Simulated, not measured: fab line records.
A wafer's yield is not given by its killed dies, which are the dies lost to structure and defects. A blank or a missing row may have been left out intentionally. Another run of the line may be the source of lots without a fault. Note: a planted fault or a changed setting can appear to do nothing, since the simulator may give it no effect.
Which of the tools did it? :: flow n5Finfet :: 10 lots with 30 wafers sampled at 5 steps, on a route of 1938 steps

## WHAT THE GAUGES READ, wafer by wafer
N5_BEOL_M1_THK_MEAS_01.
lot: L893
measured: day 6 14:45
on: filmMetro-01
M1_ILD_THK (nm): 78.2 78.5 79.9

lot: L894
measured: day 6 19:49
on: filmMetro-01
M1_ILD_THK (nm): 77.3 79.0 78.8

lot: L895
measured: day 6 22:50
on: filmMetro-01
M1_ILD_THK (nm): 77.7 77.6 80.1

lot: L896
measured: day 7 10:59
on: filmMetro-01
M1_ILD_THK (nm): 78.3 77.6 78.0

lot: L897
measured: day 7 11:30
on: filmMetro-02
M1_ILD_THK (nm): 78.2 79.7 79.9

lot: L898
measured: day 7 20:23
on: filmMetro-02
M1_ILD_THK (nm): 76.6 78.5 77.7

lot: L901
measured: day 8 17:28
on: filmMetro-02
M1_ILD_THK (nm): 78.1 79.8 78.4

lot: L905
measured: day 9 11:47
on: filmMetro-02
M1_ILD_THK (nm): 77.5 78.1 79.0

lot: L908
measured: day 10 06:19
on: filmMetro-02
M1_ILD_THK (nm): 79.0 79.1 79.8

lot: L909
measured: day 10 11:46
on: filmMetro-02
M1_ILD_THK (nm): 78.4 78.0 79.2

N5_BEOL_M1_OVL_MEAS_12.
lot: L893
measured: day 6 17:05
on: overlay-02
M1_OVL (nm): 0.7 -0.1 -0.6

lot: L894
measured: day 6 21:53
on: overlay-01
M1_OVL (nm): -0.1 1.0 0.7

lot: L895
measured: day 7 01:43
on: overlay-01
M1_OVL (nm): 0.8 0.7 -0.1

lot: L896
measured: day 7 12:05
on: overlay-02
M1_OVL (nm): 1.9 1.7 0.7

lot: L897
measured: day 7 12:21
on: overlay-02
M1_OVL (nm): -0.2 -0.2 -0.8

lot: L898
measured: day 7 20:56
on: overlay-01
M1_OVL (nm): -0.4 0.9 0.5

lot: L901
measured: day 8 19:23
on: overlay-02
M1_OVL (nm): 0.9 1.7 0.0

lot: L905
measured: day 9 13:01
on: overlay-01
M1_OVL (nm): 0.7 0.1 1.1

lot: L908
measured: day 10 07:36
on: overlay-02
M1_OVL (nm): 1.5 1.2 0.8

lot: L909
measured: day 10 12:57
on: overlay-01
M1_OVL (nm): 0.6 0.8 0.2

N5_BEOL_M4_RC_MEAS_101.
lot: L893
measured: day 8 23:30
on: prober-01
DIBL_N (mV/V): 36.3 35.8 38.5
DIBL_P (mV/V): 37.4 37.5 40.0
IOFF_N (nA/um): 0.17 0.16 0.23
IOFF_P (nA/um): 0.21 0.22 0.26
ION_N (uA/um): 683 672 702
ION_P (uA/um): 462 468 475
SS_N (mV/dec): 71.5 70.7 71.8
SS_P (mV/dec): 73.8 72.9 73.9
VT_N (mV): 248 250 245
VT_P (mV): -249.2 -247.8 -246.1

lot: L894
measured: day 9 03:07
on: prober-02
DIBL_N (mV/V): 34.3 34.0 32.7
DIBL_P (mV/V): 33.5 32.9 30.7
IOFF_N (nA/um): 0.16 0.14 0.12
IOFF_P (nA/um): 0.21 0.19 0.16
ION_N (uA/um): 678 670 653
ION_P (uA/um): 463 459 461
SS_N (mV/dec): 70.8 71.3 71.3
SS_P (mV/dec): 73.2 72.7 72.2
VT_N (mV): 246 250 252
VT_P (mV): -247.1 -249.6 -251.3

lot: L895
measured: day 9 10:52
on: prober-02
DIBL_N (mV/V): 33.9 37.5 35.4
DIBL_P (mV/V): 34.9 37.1 36.2
IOFF_N (nA/um): 0.13 0.19 0.15
IOFF_P (nA/um): 0.17 0.20 0.19
ION_N (uA/um): 674 668 678
ION_P (uA/um): 461 455 470
SS_N (mV/dec): 70.4 72.0 71.5
SS_P (mV/dec): 73.2 73.4 73.2
VT_N (mV): 254 248 249
VT_P (mV): -250.4 -251.0 -250.7

lot: L896
measured: day 10 02:00
on: prober-02
DIBL_N (mV/V): 32.7 34.2 35.7
DIBL_P (mV/V): 32.6 34.1 37.3
IOFF_N (nA/um): 0.10 0.12 0.15
IOFF_P (nA/um): 0.14 0.16 0.20
ION_N (uA/um): 643 663 692
ION_P (uA/um): 446 453 471
SS_N (mV/dec): 70.0 71.5 71.5
SS_P (mV/dec): 71.9 72.7 73.3
VT_N (mV): 259 255 248
VT_P (mV): -257.7 -254.1 -249.6

lot: L897
measured: day 9 23:12
on: prober-01
DIBL_N (mV/V): 35.3 35.7 32.9
DIBL_P (mV/V): 37.0 36.7 34.1
IOFF_N (nA/um): 0.15 0.15 0.11
IOFF_P (nA/um): 0.20 0.20 0.16
ION_N (uA/um): 675 666 668
ION_P (uA/um): 464 459 465
SS_N (mV/dec): 71.0 71.3 71.0
SS_P (mV/dec): 73.5 73.3 72.7
VT_N (mV): 249 253 255
VT_P (mV): -252.4 -251.4 -253.0

lot: L898
measured: day 10 07:46
on: prober-02
DIBL_N (mV/V): 36.7 36.1 37.2
DIBL_P (mV/V): 37.7 36.2 37.3
IOFF_N (nA/um): 0.18 0.16 0.17
IOFF_P (nA/um): 0.24 0.20 0.22
ION_N (uA/um): 675 673 670
ION_P (uA/um): 466 461 464
SS_N (mV/dec): 71.9 71.7 72.3
SS_P (mV/dec): 74.2 74.1 74.1
VT_N (mV): 250 252 252
VT_P (mV): -244.6 -250.6 -246.3

lot: L901
measured: day 11 04:19
on: prober-02
DIBL_N (mV/V): 36.3 34.5 36.6
DIBL_P (mV/V): 37.7 34.6 37.1
IOFF_N (nA/um): 0.18 0.15 0.19
IOFF_P (nA/um): 0.22 0.18 0.21
ION_N (uA/um): 682 671 683
ION_P (uA/um): 457 456 464
SS_N (mV/dec): 71.2 70.8 71.7
SS_P (mV/dec): 74.1 72.5 73.6
VT_N (mV): 248 248 244
VT_P (mV): -251.5 -252.5 -253.3

lot: L905
measured: day 11 10:08
on: prober-02
DIBL_N (mV/V): 35.4 36.7 34.1
DIBL_P (mV/V): 34.5 35.9 33.8
IOFF_N (nA/um): 0.16 0.19 0.14
IOFF_P (nA/um): 0.22 0.23 0.20
ION_N (uA/um): 674 676 674
ION_P (uA/um): 466 461 462
SS_N (mV/dec): 71.8 71.8 71.0
SS_P (mV/dec): 73.3 73.2 72.8
VT_N (mV): 249 248 249
VT_P (mV): -246.7 -249.6 -249.5

lot: L908
measured: day 12 16:12
on: prober-02
DIBL_N (mV/V): 35.5 34.0 36.1
DIBL_P (mV/V): 37.7 35.7 37.6
IOFF_N (nA/um): 0.18 0.14 0.17
IOFF_P (nA/um): 0.22 0.19 0.23
ION_N (uA/um): 683 682 680
ION_P (uA/um): 467 469 457
SS_N (mV/dec): 70.6 71.1 71.8
SS_P (mV/dec): 73.8 72.9 73.7
VT_N (mV): 247 251 247
VT_P (mV): -248.6 -251.5 -248.3

lot: L909
measured: day 12 22:46
on: prober-01
DIBL_N (mV/V): 37.1 35.1 37.7
DIBL_P (mV/V): 38.5 35.2 38.7
IOFF_N (nA/um): 0.16 0.12 0.17
IOFF_P (nA/um): 0.23 0.20 0.24
ION_N (uA/um): 678 664 680
ION_P (uA/um): 465 463 470
SS_N (mV/dec): 71.7 71.3 71.9
SS_P (mV/dec): 73.3 72.1 73.4
VT_N (mV): 251 257 250
VT_P (mV): -248.7 -251.2 -249.4

## WHICH TOOL RAN EACH LOT (tool, then ch and the chambers of the sampled wafers, then the start)
lot: L893
N5_BEOL_M1_STRIP_19: rieDiel-02 ch 0,1,2, day 6 17:36
N5_BEOL_M1_COAT_76: lithoTrack-02 ch 0, day 6 17:43

lot: L894
N5_BEOL_M1_STRIP_19: rieDiel-03 ch 0,3, day 6 22:50
N5_BEOL_M1_COAT_76: lithoTrack-04 ch 0, day 6 22:58

lot: L895
N5_BEOL_M1_STRIP_19: rieDiel-03 ch 0,1,2, day 7 02:16
N5_BEOL_M1_COAT_76: lithoTrack-03 ch 0, day 7 02:22

lot: L896
N5_BEOL_M1_STRIP_19: rieDiel-02 ch 0,1,3, day 7 12:37
N5_BEOL_M1_COAT_76: lithoTrack-02 ch 0, day 7 12:44

lot: L897
N5_BEOL_M1_STRIP_19: rieDiel-03 ch 0,1,3, day 7 12:48
N5_BEOL_M1_COAT_76: lithoTrack-02 ch 0, day 7 12:55

lot: L898
N5_BEOL_M1_STRIP_19: rieDiel-03 ch 0,2,3, day 7 21:28
N5_BEOL_M1_COAT_76: lithoTrack-02 ch 0, day 7 21:34

lot: L901
N5_BEOL_M1_STRIP_19: rieDiel-03 ch 1,2,3, day 8 19:50
N5_BEOL_M1_COAT_76: lithoTrack-02 ch 0, day 8 19:56

lot: L905
N5_BEOL_M1_STRIP_19: rieDiel-02 ch 0,2,3, day 9 13:28
N5_BEOL_M1_COAT_76: lithoTrack-02 ch 0, day 9 13:34

lot: L908
N5_BEOL_M1_STRIP_19: rieDiel-02 ch 0,1,2, day 10 08:03
N5_BEOL_M1_COAT_76: lithoTrack-02 ch 0, day 10 08:10

lot: L909
N5_BEOL_M1_STRIP_19: rieDiel-04 ch 0,2, day 10 13:24
N5_BEOL_M1_COAT_76: lithoTrack-02 ch 0, day 10 13:31
- N5_BEOL_M1_STRIP_19: strips in O2.
- N5_BEOL_M1_COAT_76: time 60 s, resist thk 5 nm.

## AS READ BY THE TOOLS THEMSELVES (means over the sampled wafers that have a number; for cases with no such wafer, the mark the record gives instead)
N5_BEOL_M1_STRIP_19.
lot: L893
tool: rieDiel-02
drypumpMotorCurrentA (A): 5.9
oesProductAu (a.u.): 0.70
rfVppV (V): 3.3
showerheadPlenumPTorr (Torr): 2.10
throttleValvePct (%): 16.76

lot: L894
tool: rieDiel-03
drypumpMotorCurrentA (A): 5.8
oesProductAu (a.u.): 0.82
rfVppV (V): 4.0
showerheadPlenumPTorr (Torr): 2.08
throttleValvePct (%): 16.45

lot: L895
tool: rieDiel-03
drypumpMotorCurrentA (A): 5.9
oesProductAu (a.u.): 0.81
rfVppV (V): 3.3
showerheadPlenumPTorr (Torr): 2.04
throttleValvePct (%): 16.48

lot: L896
tool: rieDiel-02
drypumpMotorCurrentA (A): 5.6
oesProductAu (a.u.): 0.70
rfVppV (V): 3.6
showerheadPlenumPTorr (Torr): 2.07
throttleValvePct (%): 16.85

lot: L897
tool: rieDiel-03
drypumpMotorCurrentA (A): 5.7
oesProductAu (a.u.): 0.79
rfVppV (V): 3.4
showerheadPlenumPTorr (Torr): 2.10
throttleValvePct (%): 16.49

lot: L898
tool: rieDiel-03
drypumpMotorCurrentA (A): 5.8
oesProductAu (a.u.): 0.78
rfVppV (V): 3.7
showerheadPlenumPTorr (Torr): 2.07
throttleValvePct (%): 16.59

lot: L901
tool: rieDiel-03
drypumpMotorCurrentA (A): 5.8
oesProductAu (a.u.): 0.75
rfVppV (V): 4.1
showerheadPlenumPTorr (Torr): 2.09
throttleValvePct (%): 16.63

lot: L905
tool: rieDiel-02
drypumpMotorCurrentA (A): 5.5
oesProductAu (a.u.): 0.81
rfVppV (V): 3.9
showerheadPlenumPTorr (Torr): 2.08
throttleValvePct (%): 16.80

lot: L908
tool: rieDiel-02
drypumpMotorCurrentA (A): 5.9
oesProductAu (a.u.): 0.90
rfVppV (V): 3.3
showerheadPlenumPTorr (Torr): 2.09
throttleValvePct (%): 16.49

lot: L909
tool: rieDiel-04
drypumpMotorCurrentA (A): 5.6
oesProductAu (a.u.): 0.70
rfVppV (V): 3.0
showerheadPlenumPTorr (Torr): 2.00
throttleValvePct (%): 16.76

N5_BEOL_M1_COAT_76.
lot: L893
tool: lithoTrack-02
heaterPowerTotalW (W): 390.5
runLengthS (s): 66.20

lot: L894
tool: lithoTrack-04
heaterPowerTotalW (W): 392.8
runLengthS (s): 66.17

lot: L895
tool: lithoTrack-03
heaterPowerTotalW (W): 392.2
runLengthS (s): 65.91

lot: L896
tool: lithoTrack-02
heaterPowerTotalW (W): 392.0
runLengthS (s): 66.19

lot: L897
tool: lithoTrack-02
heaterPowerTotalW (W): 391.1
runLengthS (s): 66.16

lot: L898
tool: lithoTrack-02
heaterPowerTotalW (W): 392.2
runLengthS (s): 66.15

lot: L901
tool: lithoTrack-02
heaterPowerTotalW (W): 391.7
runLengthS (s): 66.14

lot: L905
tool: lithoTrack-02
heaterPowerTotalW (W): 392.7
runLengthS (s): 66.19

lot: L908
tool: lithoTrack-02
heaterPowerTotalW (W): 555.5
runLengthS (s): 40.32

lot: L909
tool: lithoTrack-02
heaterPowerTotalW (W): 552.9
runLengthS (s): 40.26

## THE ANSWER, worked out from the rows above alone
Rule: the usual values come from the lots themselves. Put in order of their means at a reading, lots are off if they are a third of the lots or fewer, leave a main group of 4 or more, and stand apart from it by a gap of 3 or more times the standard deviation of the main group's means; of several such gaps the widest counts. The tables above print the reading to a certain number of digits; a main group whose means all agree to those digits is not used. A lot without any number at a reading at which 4 lots or more have one is off too. Where the step has rows for the other lots, those lots are counted as sound. The gauges are gone through in route order, then the tools' own readings, and for those a lot's mean is taken as printed above. The first step at which some lot is off is used, and at that step the reading that is off furthest; a lot without a number counts as furthest.
Off: L908, L909 (N5_BEOL_M1_COAT_76, runLengthS). For the main group the mean is 66.14 s and the standard deviation 0.089.
If a tool, at that step or one of the process steps before it, ran each lot that is off and ran no sound lot following the first of them, it fits. One fits: lithoTrack-02 at N5_BEOL_M1_COAT_76. Its last sound lot is L905 (day 9 13:34), its first lot that is off L908 (day 10 08:10): a fault that began between those two fits.
The tool's own readings at N5_BEOL_M1_COAT_76 bear it out: on the lots that are off they differ by more than 5 times the standard deviation of the sound lots' means. heaterPowerTotalW reads 554.2 W there against 391.9 W on the sound lots; runLengthS reads 40.29 s there against 66.14 s on the sound lots.

## WHAT HAD BEEN PUT IN BY THE SIMULATOR
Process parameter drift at N5_BEOL_M1_COAT_76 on lithoTrack-02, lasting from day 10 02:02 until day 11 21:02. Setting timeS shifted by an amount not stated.
Shown lots that were struck: L908, L909. Same finding as the rule above.
